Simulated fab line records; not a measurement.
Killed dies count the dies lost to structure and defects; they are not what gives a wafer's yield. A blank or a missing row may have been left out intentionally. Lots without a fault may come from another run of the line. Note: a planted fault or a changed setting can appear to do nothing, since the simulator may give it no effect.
Chamber matching :: flow nand harc :: 4 sister chambers for NHARC_A_CHANNEL_HOLE_D1_ETCH_44 on rie diel-11
The step etches the open film in CF4/O2, target depth 140 nm, overetch 14 nm, time 77 s. 4 wafers are shown with their chamber, then 7 later ones without.

WAFERS WITH THEIR CHAMBER
wafer: L736.2
chamber: 3
showerhead plenum p Torr (Torr): 1.43

wafer: L738.3
chamber: 1
showerhead plenum p Torr (Torr): 1.25

wafer: L738.5
chamber: 2
showerhead plenum p Torr (Torr): 1.36

wafer: L739.5
chamber: 0
showerhead plenum p Torr (Torr): 1.29

WAFERS WITH NO CHAMBER GIVEN
wafer: L739.6
showerhead plenum p Torr (Torr): 1.25

wafer: L749.1
showerhead plenum p Torr (Torr): 1.36

wafer: L749.2
showerhead plenum p Torr (Torr): 1.25

wafer: L749.4
showerhead plenum p Torr (Torr): 1.28

wafer: L750.2
showerhead plenum p Torr (Torr): 1.42

wafer: L750.4
showerhead plenum p Torr (Torr): 1.25

wafer: L750.6
showerhead plenum p Torr (Torr): 1.42

WHICH CHAMBER EACH ONE RAN IN
wafer: L739.6
from the rows above: 1
in truth: 1

wafer: L749.1
from the rows above: 2
in truth: 2

wafer: L749.2
from the rows above: 1
in truth: 1

wafer: L749.4
from the rows above: 0
in truth: 0

wafer: L750.2
from the rows above: 3
in truth: 3

wafer: L750.4
from the rows above: 1
in truth: 1

wafer: L750.6
from the rows above: 3
in truth: 3
Correct placement for 7 of the 7. Not placeable from these rows: 0. Number placed wrongly: 0.
How it was worked out, from the rows above alone: a wafer's distance from a chamber is the root of the sum, over the readings, of the square of ((its reading less the chamber's mean) divided by the reading's scatter). If the next closest chamber is less than 2 further off than the closest, the wafer can't be placed; otherwise it belongs to the closest. A chamber's mean is the mean of its shown wafers. The scatter (one wafer shown for each chamber): square how far every hidden wafer sits from the nearest shown wafer, average those squares and take the square root.
